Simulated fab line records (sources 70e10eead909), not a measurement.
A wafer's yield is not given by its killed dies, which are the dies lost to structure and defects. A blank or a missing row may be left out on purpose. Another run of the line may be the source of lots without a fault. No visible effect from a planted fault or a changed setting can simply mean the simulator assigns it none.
fab line records | flow nand_harc | part 1 of 2: steps 1 to 24 of 32
[record] lots = 5 | wafers = 15 | last_day = 32
route steps=1302 shown A_STAIRCASE@759
lots that met no fault: from a run of the same line without faults
start_h: the number of hours between the record's first day and the start of the first shown wafer of the lot | wait_h: hours from the lot's prior step to this one | " identical to the entry in the row above | L1.1+2: a row that stands for several wafers | - no value, or no start given | * or withheld: withheld | < > ~ a bound
route shown NAME@n: names a module that has steps shown in the file, with the first one's number in the route | usual: the fault-free wafers' mean and standard deviation | same: alike in all rows | chamber/n: place in a boat | sites: the reading at each site | _std_site: the standard deviation of these | _edge_site: mean of outer sites minus mean of inner sites | radius_mm: for every site, how far away it sits from the centre of the wafer | mask NAME#n: copy n | behind: the tool/chamber that last shaped the wafer | hold: why the lot went on hold/how many hours it stayed there/how the hold came to an end | device: names the non-switching transistor (n, p or np) | end of line: at the end of the route, the tests of the same wafers | a step with no rows: only its recipe | killed: dies that structure and defects cost at the first sort, which is not the same as the wafer's yield | map: a wafer's dies, marking killed ones x, the rest . and places with no die _
set.NAME: the setting as run; set.NAME@STEP: as run at that earlier step | model.NAME: the simulator's own value behind a step, which no gauge read
lots at selected steps of the route; one table per step, one row per wafer
services: the hour from which a tool's chamber was out of use, counted from the record's first day as start_h (under 0 if before that day), plus the number of hours and why
[[steps]]
[step NHARC_A_STAIRCASE_SOFTBAKE_245]
[recipe] temp_c = 135 | time_s = 170
[usual] exhaust_pa = 45.2/0.82
[same] time_s = 170
lot.wafer | tool           | chamber | start_h | wait_h | exhaust_pa
L081.1    | litho_track-03 | 0       | -       | -      | 44.5
L081.3    | "              | 0       | "       | "      | 46.0
L081.6    | "              | 0       | "       | "      | 44.4
L086.2    | litho_track-02 | 0       | -       | -      | 45.0
L086.5    | "              | 0       | "       | "      | 44.6
L086.6    | "              | 0       | "       | "      | 45.4
L090.2    | litho_track-07 | 0       | -       | -      | 45.9
L090.4    | "              | 0       | "       | "      | 46.2
L090.6    | "              | 0       | "       | "      | 46.1
L093.2    | litho_track-07 | 0       | -       | -      | 44.0
L093.3    | "              | 0       | "       | "      | 45.2
L093.6    | "              | 0       | "       | "      | 45.1
L095.2    | litho_track-02 | 0       | -       | -      | 44.9
L095.4    | "              | 0       | "       | "      | 45.1
L095.6    | "              | 0       | "       | "      | 45.1
[step NHARC_A_STAIRCASE_EBR_246]
[usual] exhaust_pa = 44.9/0.86
lot.wafer | tool           | chamber | start_h | wait_h | exhaust_pa
L081.1    | litho_track-03 | 0       | -       | -      | 44.8
L081.3    | "              | 0       | "       | "      | 43.5
L081.6    | "              | 0       | "       | "      | 44.1
L086.2    | litho_track-02 | 0       | -       | -      | 45.4
L086.5    | "              | 0       | "       | "      | 43.7
L086.6    | "              | 0       | "       | "      | 46.4
L090.2    | litho_track-07 | 0       | -       | -      | 44.7
L090.4    | "              | 0       | "       | "      | 44.6
L090.6    | "              | 0       | "       | "      | 46.3
L093.2    | litho_track-07 | 0       | -       | -      | 44.6
L093.3    | "              | 0       | "       | "      | 45.5
L093.6    | "              | 0       | "       | "      | 44.7
L095.2    | litho_track-02 | 0       | -       | -      | 45.5
L095.4    | "              | 0       | "       | "      | 46.0
L095.6    | "              | 0       | "       | "      | 45.2
[step NHARC_A_STAIRCASE_EXPOSE_247]
[recipe] na = 0.5 | dose_mj = 25.34 | mask_id = SDS_1
[usual] reticle_temp_C = 23.00/0.11
lot.wafer | tool           | chamber | start_h | wait_h | mask    | reticle_temp_C
L081.1    | krf_scanner-04 | 0       | 432.05  | -      | SDS_1#0 | 22.98
L081.3    | "              | 0       | "       | "      | SDS_1#0 | 23.03
L081.6    | "              | 0       | "       | "      | SDS_1#0 | 23.02
L086.2    | krf_scanner-01 | 0       | 487.74  | -      | SDS_1#0 | 22.96
L086.5    | "              | 0       | "       | "      | SDS_1#0 | 23.08
L086.6    | "              | 0       | "       | "      | SDS_1#0 | 23.02
L090.2    | krf_scanner-04 | 0       | 525.24  | -      | SDS_1#0 | 22.86
L090.4    | "              | 0       | "       | "      | SDS_1#0 | 23.10
L090.6    | "              | 0       | "       | "      | SDS_1#0 | 23.01
L093.2    | krf_scanner-01 | 0       | 550.26  | -      | SDS_1#0 | 23.00
L093.3    | "              | 0       | "       | "      | SDS_1#0 | 22.99
L093.6    | "              | 0       | "       | "      | SDS_1#0 | 23.06
L095.2    | krf_scanner-01 | 0       | 584.83  | -      | SDS_1#0 | 23.11
L095.4    | "              | 0       | "       | "      | SDS_1#0 | 23.15
L095.6    | "              | 0       | "       | "      | SDS_1#0 | 23.17
[step NHARC_A_STAIRCASE_PEB_248]
[recipe] peb_temp_c = 115 | peb_time_s = 130
[usual] exhaust_pa = 45.0/0.98
lot.wafer | tool           | chamber | start_h | wait_h | exhaust_pa
L081.1    | litho_track-03 | 0       | 432.11  | 0.1    | 44.3
L081.3    | "              | 0       | "       | "      | 44.6
L081.6    | "              | 0       | "       | "      | 45.9
L086.2    | litho_track-03 | 0       | 487.80  | 0.1    | 43.7
L086.5    | "              | 0       | "       | "      | 45.4
L086.6    | "              | 0       | "       | "      | 44.9
L090.2    | litho_track-03 | 0       | 525.30  | 0.1    | 44.8
L090.4    | "              | 0       | "       | "      | 45.1
L090.6    | "              | 0       | "       | "      | 45.2
L093.2    | litho_track-02 | 0       | 550.32  | 0.1    | 44.3
L093.3    | "              | 0       | "       | "      | 45.4
L093.6    | "              | 0       | "       | "      | 45.5
L095.2    | litho_track-02 | 0       | 584.89  | 0.1    | 45.0
L095.4    | "              | 0       | "       | "      | 45.3
L095.6    | "              | 0       | "       | "      | 46.7
[step NHARC_A_STAIRCASE_DEVELOP_249]
[recipe] time_s = 140
[usual] exhaust_pa = 44.8/0.9
[same] time_s = 140
lot.wafer | tool           | chamber | start_h | wait_h | exhaust_pa
L081.1    | litho_track-03 | 0       | -       | -      | 44.5
L081.3    | "              | 0       | "       | "      | 43.3
L081.6    | "              | 0       | "       | "      | 44.8
L086.2    | litho_track-03 | 0       | -       | -      | 44.0
L086.5    | "              | 0       | "       | "      | 43.8
L086.6    | "              | 0       | "       | "      | 44.7
L090.2    | litho_track-03 | 0       | -       | -      | 44.6
L090.4    | "              | 0       | "       | "      | 45.1
L090.6    | "              | 0       | "       | "      | 45.9
L093.2    | litho_track-02 | 0       | -       | -      | 42.9
L093.3    | "              | 0       | "       | "      | 43.3
L093.6    | "              | 0       | "       | "      | 43.6
L095.2    | litho_track-02 | 0       | -       | -      | 44.8
L095.4    | "              | 0       | "       | "      | 45.1
L095.6    | "              | 0       | "       | "      | 44.1
[step NHARC_A_STAIRCASE_HARDBAKE_251]
[recipe] temp_c = 120 | time_s = 140
[usual] exhaust_pa = 45.0/0.78
[same] time_s = 140
lot.wafer | tool           | chamber | start_h | wait_h | exhaust_pa
L081.1    | litho_track-03 | 0       | 432.33  | -      | 44.8
L081.3    | "              | 0       | "       | "      | 43.7
L081.6    | "              | 0       | "       | "      | 43.2
L086.2    | litho_track-02 | 0       | 488.02  | -      | 46.4
L086.5    | "              | 0       | "       | "      | 45.2
L086.6    | "              | 0       | "       | "      | 44.3
L090.2    | litho_track-02 | 0       | 525.53  | -      | 45.0
L090.4    | "              | 0       | "       | "      | 46.2
L090.6    | "              | 0       | "       | "      | 44.1
L093.2    | litho_track-03 | 0       | 550.54  | -      | 44.9
L093.3    | "              | 0       | "       | "      | 45.4
L093.6    | "              | 0       | "       | "      | 44.5
L095.2    | litho_track-07 | 0       | 585.12  | -      | 45.0
L095.4    | "              | 0       | "       | "      | 45.0
L095.6    | "              | 0       | "       | "      | 45.7
[step NHARC_A_STAIRCASE_DESCUM_252]
[recipe] time_s = 3 | o2_flow_sccm = 200 | ar_flow_sccm = 0 | bias_power_w = 0 | chemistry = O2
[usual] drypump_motor_current_A = 5.8/0.51 | oes_product_au = 0.999/0.0072 | rf_vpp_V = 57.9/0.85 | showerhead_plenum_p_Torr = 1.92/0.096 | throttle_valve_pct = 11.310/0.0094
[same] time_s = 3
lot.wafer | tool        | chamber | start_h | wait_h | drypump_motor_current_A | oes_product_au | rf_hours_counter_h | rf_vpp_V | showerhead_plenum_p_Torr | throttle_valve_pct
L081.3    | rie_diel-05 | 0       | 432.43  | -      | 5.8                     | 1.002          | 4                  | 57.9     | 1.79                     | 11.305
L081.1    | "           | 2       | "       | "      | 4.7                     | 0.984          | 5                  | 58.5     | 1.90                     | 11.311
L081.6    | "           | 0       | "       | "      | 5.8                     | 0.991          | -                  | 57.9     | 1.79                     | 11.291
L086.2    | rie_diel-05 | 1       | 488.12  | -      | 5.3                     | 1.008          | 23                 | 57.5     | 1.97                     | 11.300
L086.5    | "           | 0       | "       | "      | 5.8                     | 1.000          | -                  | 57.4     | 1.79                     | 11.296
L086.6    | "           | 1       | "       | "      | 5.3                     | 1.011          | -                  | 57.4     | 1.97                     | 11.315
L090.4    | rie_diel-01 | 1       | 525.61  | -      | 6.2                     | 0.991          | 36                 | 57.8     | 1.99                     | 11.312
L090.2    | "           | 0       | "       | "      | 4.8                     | 1.008          | 43                 | 58.4     | 2.06                     | 11.329
L090.6    | "           | 2       | "       | "      | 6.4                     | 1.001          | -                  | 58.7     | 2.06                     | 11.313
L093.3    | rie_diel-09 | 2       | 550.63  | -      | 5.8                     | 1.009          | 16                 | 57.4     | 1.80                     | 11.311
L093.2    | "           | 1       | "       | "      | 5.5                     | 1.008          | 11                 | 58.6     | 1.91                     | 11.296
L093.6    | "           | 3       | "       | "      | 5.5                     | 0.998          | -                  | 58.8     | 1.90                     | 11.297
L095.2    | rie_diel-09 | 0       | 585.21  | -      | 6.1                     | 0.990          | 30                 | 58.7     | 1.92                     | 11.322
L095.4    | "           | 2       | "       | "      | 5.8                     | 1.004          | 30                 | 58.3     | 1.79                     | 11.303
L095.6    | "           | 3       | "       | "      | 5.5                     | 1.006          | -                  | 57.9     | 1.89                     | 11.310
[step NHARC_A_STAIRCASE_ETCH_253]
[recipe] target_depth_a = 500 | time_s = 20.2 | ion_energy_ev = 400 | c4f8_flow_sccm = 20 | o2_flow_sccm = 10 | ar_flow_sccm = withheld | rf_w = 600 | bias_w = 1000 | chemistry = C4F8/O2
[usual] oes_product_au = 0.956/0.022 | rf_vpp_V = 896/6.3
[same] time_s = 20.2
lot.wafer | tool        | chamber | start_h | wait_h | oes_product_au | rf_hours_counter_h | rf_vpp_V
L081.3    | rie_diel-05 | 3       | 432.51  | 0.1    | 0.954          | 4                  | 900
L081.1    | "           | 0       | "       | "      | 0.948          | 4                  | 888
L081.6    | "           | 0       | "       | "      | 0.950          | -                  | 888
L086.2    | rie_diel-05 | 1       | 488.20  | 0.1    | 0.953          | 23                 | 901
L086.5    | "           | 3       | "       | "      | 0.980          | -                  | 903
L086.6    | "           | 0       | "       | "      | 0.952          | -                  | 887
L090.4    | rie_diel-01 | 2       | 525.70  | 0.1    | 0.964          | 58                 | 907
L090.2    | "           | 3       | "       | "      | 0.981          | 53                 | 888
L090.6    | "           | 3       | "       | "      | 0.980          | -                  | 887
L093.2    | rie_diel-09 | 1       | 550.72  | 0.1    | 0.960          | 11                 | 898
L093.3    | "           | 2       | "       | "      | 0.955          | 16                 | 888
L093.6    | "           | 0       | "       | "      | 0.957          | -                  | 897
L095.4    | rie_diel-09 | 2       | 585.29  | 0.1    | 0.968          | 30                 | 888
L095.2    | "           | 0       | "       | "      | 0.942          | 30                 | 897
L095.6    | "           | 2       | "       | "      | 0.962          | -                  | 890
[step NHARC_A_STAIRCASE_STRIP_254]
[recipe] power_w = 1500 | temp_c = 250 | chemistry = O2
[usual] drypump_motor_current_A = 5.6/0.67 | heater_power_w = 337/35
lot.wafer | tool            | chamber | start_h | wait_h | drypump_motor_current_A | heater_power_w | rf_hours_counter_h
L081.1    | plasma_asher-01 | 0       | 432.65  | -      | 5.4                     | 315            | 16
L081.3    | "               | 1       | "       | "      | 6.6                     | 333            | -
L081.6    | "               | 0       | "       | "      | 5.4                     | 307            | -
L086.2    | plasma_asher-02 | 0       | 488.33  | -      | 5.0                     | 319            | 10
L086.5    | "               | 1       | "       | "      | 5.0                     | 406            | -
L086.6    | "               | 0       | "       | "      | 4.9                     | 320            | -
L090.2    | plasma_asher-02 | 1       | 525.84  | -      | 5.0                     | 411            | 20
L090.4    | "               | 0       | "       | "      | 4.9                     | 315            | -
L090.6    | "               | 0       | "       | "      | 4.9                     | 307            | -
L093.2    | plasma_asher-01 | 0       | 550.80  | -      | 5.4                     | 310            | 5
L093.3    | "               | 0       | "       | "      | 5.4                     | 300            | -
L093.6    | "               | 1       | "       | "      | 6.6                     | 338            | -
L095.2    | plasma_asher-02 | 0       | 585.38  | -      | 4.9                     | 317            | 31
L095.4    | "               | 0       | "       | "      | 4.9                     | 307            | -
L095.6    | "               | 0       | "       | "      | 4.9                     | 310            | -
[step NHARC_A_STAIRCASE_STRIP_255]
[recipe] time_s = 900 | temp_c = 130 | chemistry = SPM
[same] time_s = 900
lot.wafer  | tool         | chamber | start_h | wait_h
L081.6+3+1 | wet_bench-03 | 0,1,2   | 432.97  | 0.1
L086.6+2+5 | wet_bench-03 | 7,0,2   | 488.64  | 0.1
L090.6+2+4 | wet_bench-03 | 6,1,2   | 526.14  | 0.1
L093.2+6+3 | wet_bench-03 | 7,0,4   | 551.15  | 0.3
L095.2+6+4 | wet_bench-09 | 6,7,2   | 585.73  | 0.3
[step NHARC_A_STAIRCASE_PRECLEAN_256]
[recipe] time_s = * | temp_c = 50 | bath_age_min = 0 | chemistry = SC1
[usual] sc1_h2o2_end_mol_l = 0.3697/0.00064
[same] time_s = *
lot.wafer | tool         | chamber | start_h | wait_h | sc1_h2o2_end_mol_l
L081.6    | wet_bench-03 | 0       | -       | -      | 0.3700
L081.3    | "            | 1       | "       | "      | 0.3690
L081.1    | "            | 2       | "       | "      | 0.3700
L086.6    | wet_bench-03 | 7       | -       | -      | 0.3704
L086.2    | "            | 0       | "       | "      | 0.3705
L086.5    | "            | 2       | "       | "      | 0.3695
L090.6    | wet_bench-03 | 6       | -       | -      | 0.3688
L090.2    | "            | 1       | "       | "      | 0.3694
L090.4    | "            | 2       | "       | "      | 0.3698
L093.2    | wet_bench-03 | 7       | -       | -      | 0.3698
L093.6    | "            | 0       | "       | "      | 0.3694
L093.3    | "            | 4       | "       | "      | 0.3692
L095.2    | wet_bench-09 | 6       | -       | -      | 0.3689
L095.6    | "            | 7       | "       | "      | 0.3700
L095.4    | "            | 2       | "       | "      | 0.3695
[step NHARC_A_STAIRCASE_SRD_257]
lot.wafer  | tool         | chamber | start_h | wait_h
L081.6+3+1 | wet_bench-03 | 0,1,2   | -       | -
L086.6+2+5 | wet_bench-03 | 7,0,2   | -       | -
L090.6+2+4 | wet_bench-03 | 6,1,2   | -       | -
L093.2+6+3 | wet_bench-03 | 7,0,4   | -       | -
L095.2+6+4 | wet_bench-09 | 6,7,2   | -       | -
[step NHARC_A_STAIRCASE_HM_DEP_456]
[recipe] target_thk_a = 31000 | temp_c = 400 | material = aC
[usual] throttle_valve_pct = 35.000/0.0096
lot.wafer | tool       | chamber | start_h | wait_h | throttle_valve_pct
L081.1    | acl_dep-03 | 0       | 436.80  | -      | 35.009
L081.3    | "          | 0       | "       | "      | 34.991
L081.6    | "          | 0       | "       | "      | 35.001
L086.2    | acl_dep-02 | 0       | 489.41  | -      | 35.003
L086.5    | "          | 0       | "       | "      | 34.992
L086.6    | "          | 0       | "       | "      | 34.991
L090.2    | acl_dep-01 | 0       | 526.91  | -      | 35.002
L090.4    | "          | 0       | "       | "      | 35.016
L090.6    | "          | 0       | "       | "      | 35.025
L093.2    | acl_dep-03 | 0       | 557.51  | -      | 35.017
L093.3    | "          | 0       | "       | "      | 34.999
L093.6    | "          | 0       | "       | "      | 34.999
L095.2    | acl_dep-03 | 0       | 589.80  | -      | 35.015
L095.4    | "          | 0       | "       | "      | 35.000
L095.6    | "          | 0       | "       | "      | 35.006
[step NHARC_A_STAIRCASE_DEP_259]
[recipe] target_thk_a = 300 | target_thk_nm = 30 | temp_c = 400 | pressure_torr = 3.5 | flow_sccm = 200 | rf_w = 350 | material = SiON
[usual] heater_power_w = 776/110
lot.wafer | tool     | chamber | start_h | wait_h | heater_power_w
L081.1    | pecvd-03 | 2       | 438.65  | 1.5    | 642
L081.3    | "        | 1       | "       | "      | 646
L081.6    | "        | 2       | "       | "      | 656
L086.2    | pecvd-01 | 0       | 491.03  | 1.3    | 757
L086.6    | "        | 2       | "       | "      | 899
L086.5    | "        | 0       | "       | "      | 800
L090.2    | pecvd-04 | 2       | 528.49  | 1.3    | 730
L090.4    | "        | 1       | "       | "      | 764
L090.6    | "        | 0       | "       | "      | 773
L093.2    | pecvd-04 | 1       | 559.09  | 1.3    | 808
L093.3    | "        | 2       | "       | "      | 787
L093.6    | "        | 2       | "       | "      | 793
L095.2    | pecvd-01 | 0       | 591.44  | 1.3    | 896
L095.6    | "        | 2       | "       | "      | 809
L095.4    | "        | 0       | "       | "      | 918
[step NHARC_A_STAIRCASE_DEHYDRATE_260]
[recipe] temp_c = 150 | time_s = 120
[usual] exhaust_pa = 44.9/1.1
[same] time_s = 120
lot.wafer | tool           | chamber | start_h | wait_h | exhaust_pa
L081.1    | litho_track-02 | 0       | 438.92  | 0.2    | 46.0
L081.3    | "              | 0       | "       | "      | 46.4
L081.6    | "              | 0       | "       | "      | 45.0
L086.2    | litho_track-07 | 0       | 491.24  | 0.2    | 45.4
L086.5    | "              | 0       | "       | "      | 44.8
L086.6    | "              | 0       | "       | "      | 46.5
L090.2    | litho_track-07 | 0       | 528.73  | 0.2    | 44.5
L090.4    | "              | 0       | "       | "      | 42.4
L090.6    | "              | 0       | "       | "      | 44.2
L093.2    | litho_track-03 | 0       | 559.34  | 0.2    | 45.5
L093.3    | "              | 0       | "       | "      | 46.3
L093.6    | "              | 0       | "       | "      | 45.1
L095.2    | litho_track-07 | 0       | 591.65  | 0.2    | 43.7
L095.4    | "              | 0       | "       | "      | 45.2
L095.6    | "              | 0       | "       | "      | 43.5
[step NHARC_A_STAIRCASE_HMDS_261]
[recipe] time_s = 30
[usual] exhaust_pa = 45.0/0.92
[same] time_s = 30
lot.wafer | tool           | chamber | start_h | wait_h | exhaust_pa
L081.1    | litho_track-02 | 0       | -       | -      | 45.4
L081.3    | "              | 0       | "       | "      | 43.4
L081.6    | "              | 0       | "       | "      | 45.2
L086.2    | litho_track-07 | 0       | -       | -      | 45.6
L086.5    | "              | 0       | "       | "      | 44.1
L086.6    | "              | 0       | "       | "      | 44.4
L090.2    | litho_track-07 | 0       | -       | -      | 44.6
L090.4    | "              | 0       | "       | "      | 45.1
L090.6    | "              | 0       | "       | "      | 44.6
L093.2    | litho_track-03 | 0       | -       | -      | 45.6
L093.3    | "              | 0       | "       | "      | 45.1
L093.6    | "              | 0       | "       | "      | 45.7
L095.2    | litho_track-07 | 0       | -       | -      | 45.0
L095.4    | "              | 0       | "       | "      | 45.1
L095.6    | "              | 0       | "       | "      | 43.9
[step NHARC_A_STAIRCASE_COAT_262]
[recipe] spin_rpm = 1200
[usual] exhaust_pa = 45.0/0.92
lot.wafer | tool           | chamber | start_h | wait_h | exhaust_pa
L081.1    | litho_track-02 | 0       | -       | -      | 42.7
L081.3    | "              | 0       | "       | "      | 43.3
L081.6    | "              | 0       | "       | "      | 43.6
L086.2    | litho_track-07 | 0       | -       | -      | 44.8
L086.5    | "              | 0       | "       | "      | 45.7
L086.6    | "              | 0       | "       | "      | 45.5
L090.2    | litho_track-07 | 0       | -       | -      | 44.5
L090.4    | "              | 0       | "       | "      | 46.6
L090.6    | "              | 0       | "       | "      | 45.5
L093.2    | litho_track-03 | 0       | -       | -      | 45.2
L093.3    | "              | 0       | "       | "      | 44.8
L093.6    | "              | 0       | "       | "      | 45.0
L095.2    | litho_track-07 | 0       | -       | -      | 45.7
L095.4    | "              | 0       | "       | "      | 45.4
L095.6    | "              | 0       | "       | "      | 45.1
[step NHARC_A_STAIRCASE_SOFTBAKE_263]
[recipe] temp_c = 135 | time_s = 170
[usual] exhaust_pa = 44.9/0.83
[same] time_s = 170
lot.wafer | tool           | chamber | start_h | wait_h | exhaust_pa
L081.1    | litho_track-02 | 0       | -       | -      | 46.0
L081.3    | "              | 0       | "       | "      | 44.7
L081.6    | "              | 0       | "       | "      | 43.3
L086.2    | litho_track-07 | 0       | -       | -      | 43.3
L086.5    | "              | 0       | "       | "      | 44.2
L086.6    | "              | 0       | "       | "      | 44.3
L090.2    | litho_track-07 | 0       | -       | -      | 47.2
L090.4    | "              | 0       | "       | "      | 46.3
L090.6    | "              | 0       | "       | "      | 45.7
L093.2    | litho_track-03 | 0       | -       | -      | 44.5
L093.3    | "              | 0       | "       | "      | 44.6
L093.6    | "              | 0       | "       | "      | 45.8
L095.2    | litho_track-07 | 0       | -       | -      | 44.4
L095.4    | "              | 0       | "       | "      | 44.7
L095.6    | "              | 0       | "       | "      | 44.7
[step NHARC_A_STAIRCASE_EBR_264]
[usual] exhaust_pa = 45.1/1
lot.wafer | tool           | chamber | start_h | wait_h | exhaust_pa
L081.1    | litho_track-02 | 0       | -       | -      | 45.3
L081.3    | "              | 0       | "       | "      | 43.5
L081.6    | "              | 0       | "       | "      | 43.8
L086.2    | litho_track-07 | 0       | -       | -      | 46.3
L086.5    | "              | 0       | "       | "      | 45.4
L086.6    | "              | 0       | "       | "      | 45.5
L090.2    | litho_track-07 | 0       | -       | -      | 47.6
L090.4    | "              | 0       | "       | "      | 46.9
L090.6    | "              | 0       | "       | "      | 45.2
L093.2    | litho_track-03 | 0       | -       | -      | 45.5
L093.3    | "              | 0       | "       | "      | 44.7
L093.6    | "              | 0       | "       | "      | 45.6
L095.2    | litho_track-07 | 0       | -       | -      | 45.5
L095.4    | "              | 0       | "       | "      | 46.1
L095.6    | "              | 0       | "       | "      | 46.3
[step NHARC_A_STAIRCASE_EXPOSE_265]
[recipe] na = 0.5 | dose_mj = 25.01 | mask_id = CHOP_200
[usual] reticle_temp_C = 22.99/0.1
lot.wafer | tool           | chamber | start_h | wait_h | mask       | reticle_temp_C
L081.1    | krf_scanner-01 | 0       | 439.26  | -      | CHOP_200#0 | 23.20
L081.3    | "              | 0       | "       | "      | CHOP_200#0 | 22.90
L081.6    | "              | 0       | "       | "      | CHOP_200#0 | 23.03
L086.2    | krf_scanner-01 | 0       | 491.58  | -      | CHOP_200#0 | 23.06
L086.5    | "              | 0       | "       | "      | CHOP_200#0 | 23.03
L086.6    | "              | 0       | "       | "      | CHOP_200#0 | 22.98
L090.2    | krf_scanner-01 | 0       | 528.94  | -      | CHOP_200#0 | 23.02
L090.4    | "              | 0       | "       | "      | CHOP_200#0 | 23.02
L090.6    | "              | 0       | "       | "      | CHOP_200#0 | 22.91
L093.2    | krf_scanner-04 | 0       | 559.67  | -      | CHOP_200#0 | 23.06
L093.3    | "              | 0       | "       | "      | CHOP_200#0 | 22.97
L093.6    | "              | 0       | "       | "      | CHOP_200#0 | 22.85
L095.2    | krf_scanner-04 | 0       | 591.99  | -      | CHOP_200#0 | 22.96
L095.4    | "              | 0       | "       | "      | CHOP_200#0 | 22.72
L095.6    | "              | 0       | "       | "      | CHOP_200#0 | 23.01
[step NHARC_A_STAIRCASE_PEB_266]
[recipe] peb_temp_c = 115 | peb_time_s = 130
[usual] exhaust_pa = 45.3/0.94
lot.wafer | tool           | chamber | start_h | wait_h | exhaust_pa
L081.1    | litho_track-07 | 0       | 439.32  | 0.1    | 45.1
L081.3    | "              | 0       | "       | "      | 46.8
L081.6    | "              | 0       | "       | "      | 46.2
L086.2    | litho_track-03 | 0       | 491.64  | 0.1    | 43.8
L086.5    | "              | 0       | "       | "      | 43.5
L086.6    | "              | 0       | "       | "      | 44.8
L090.2    | litho_track-07 | 0       | 529.01  | 0.1    | 43.0
L090.4    | "              | 0       | "       | "      | 44.2
L090.6    | "              | 0       | "       | "      | 44.4
L093.2    | litho_track-02 | 0       | 559.73  | 0.1    | 45.6
L093.3    | "              | 0       | "       | "      | 45.9
L093.6    | "              | 0       | "       | "      | 45.0
L095.2    | litho_track-02 | 0       | 592.05  | 0.1    | 44.4
L095.4    | "              | 0       | "       | "      | 44.7
L095.6    | "              | 0       | "       | "      | 45.7
[step NHARC_A_STAIRCASE_DEVELOP_267]
[recipe] time_s = 140
[usual] exhaust_pa = 44.8/0.98
[same] time_s = 140
lot.wafer | tool           | chamber | start_h | wait_h | exhaust_pa
L081.1    | litho_track-07 | 0       | -       | -      | 43.6
L081.3    | "              | 0       | "       | "      | 45.0
L081.6    | "              | 0       | "       | "      | 43.4
L086.2    | litho_track-03 | 0       | -       | -      | 44.7
L086.5    | "              | 0       | "       | "      | 44.0
L086.6    | "              | 0       | "       | "      | 43.0
L090.2    | litho_track-07 | 0       | -       | -      | 44.6
L090.4    | "              | 0       | "       | "      | 43.3
L090.6    | "              | 0       | "       | "      | 42.4
L093.2    | litho_track-02 | 0       | -       | -      | 44.1
L093.3    | "              | 0       | "       | "      | 44.0
L093.6    | "              | 0       | "       | "      | 45.5
L095.2    | litho_track-02 | 0       | -       | -      | 45.1
L095.4    | "              | 0       | "       | "      | 43.8
L095.6    | "              | 0       | "       | "      | 44.3
[step NHARC_A_STAIRCASE_HARDBAKE_269]
[recipe] temp_c = 120 | time_s = 140
[usual] exhaust_pa = 45.0/0.77
[same] time_s = 140
lot.wafer | tool           | chamber | start_h | wait_h | exhaust_pa
L081.1    | litho_track-02 | 0       | 439.54  | -      | 45.1
L081.3    | "              | 0       | "       | "      | 46.1
L081.6    | "              | 0       | "       | "      | 45.4
L086.2    | litho_track-07 | 0       | 491.86  | -      | 45.5
L086.5    | "              | 0       | "       | "      | 44.9
L086.6    | "              | 0       | "       | "      | 44.4
L090.2    | litho_track-07 | 0       | 529.23  | -      | 43.5
L090.4    | "              | 0       | "       | "      | 45.1
L090.6    | "              | 0       | "       | "      | 44.2
L093.2    | litho_track-07 | 0       | 559.96  | -      | 45.3
L093.3    | "              | 0       | "       | "      | 44.4
L093.6    | "              | 0       | "       | "      | 45.3
L095.2    | litho_track-02 | 0       | 592.27  | -      | 45.5
L095.4    | "              | 0       | "       | "      | 44.8
L095.6    | "              | 0       | "       | "      | 44.8
[step NHARC_A_STAIRCASE_DESCUM_270]
[recipe] time_s = 3 | o2_flow_sccm = 200 | ar_flow_sccm = 0 | bias_power_w = 0 | chemistry = O2
[usual] drypump_motor_current_A = 5.8/0.46 | oes_product_au = 0.999/0.0083 | rf_vpp_V = 57.6/0.92 | showerhead_plenum_p_Torr = 1.91/0.093 | throttle_valve_pct = 11.311/0.0085
[same] time_s = 3
lot.wafer | tool        | chamber | start_h | wait_h | drypump_motor_current_A | oes_product_au | rf_hours_counter_h | rf_vpp_V | showerhead_plenum_p_Torr | throttle_valve_pct
L081.1    | rie_diel-05 | 1       | 439.65  | -      | 5.3                     | 1.010          | 7                  | 58.6     | 1.98                     | 11.314
L081.3    | "           | 2       | "       | "      | 4.7                     | 0.990          | 6                  | 58.0     | 1.90                     | 11.316
L081.6    | "           | 3       | "       | "      | 6.3                     | 1.005          | -                  | 58.9     | 2.01                     | 11.333
L086.2    | rie_diel-09 | 0       | 492.12  | -      | 6.1                     | 0.991          | 60                 | 58.1     | 1.93                     | 11.306
L086.6    | "           | 2       | "       | "      | 5.8                     | 1.011          | -                  | 57.6     | 1.80                     | 11.318
L086.5    | "           | 3       | "       | "      | 5.5                     | 1.003          | -                  | 57.0     | 1.90                     | 11.319
L090.2    | rie_diel-09 | 2       | 529.34  | -      | 5.8                     | 0.992          | 6                  | 57.9     | 1.80                     | 11.311
L090.4    | "           | 3       | "       | "      | 5.6                     | 0.997          | -                  | 58.2     | 1.90                     | 11.314
L090.6    | "           | 2       | "       | "      | 5.8                     | 0.994          | -                  | 56.6     | 1.80                     | 11.326
L093.2    | rie_diel-09 | 3       | 560.04  | -      | 5.5                     | 1.004          | 19                 | 57.7     | 1.90                     | 11.314
L093.3    | "           | 0       | "       | "      | 6.1                     | 0.981          | 17                 | 56.2     | 1.92                     | 11.314
L093.6    | "           | 3       | "       | "      | 5.5                     | 1.005          | -                  | 58.0     | 1.90                     | 11.320
L095.4    | rie_diel-01 | 1       | 592.37  | -      | 6.2                     | 1.003          | 10                 | 56.6     | 1.98                     | 11.303
L095.2    | "           | 2       | "       | "      | 6.4                     | 0.997          | 10                 | 57.6     | 2.05                     | 11.302
L095.6    | "           | 0       | "       | "      | 4.8                     | 1.002          | -                  | 58.1     | 2.06                     | 11.315
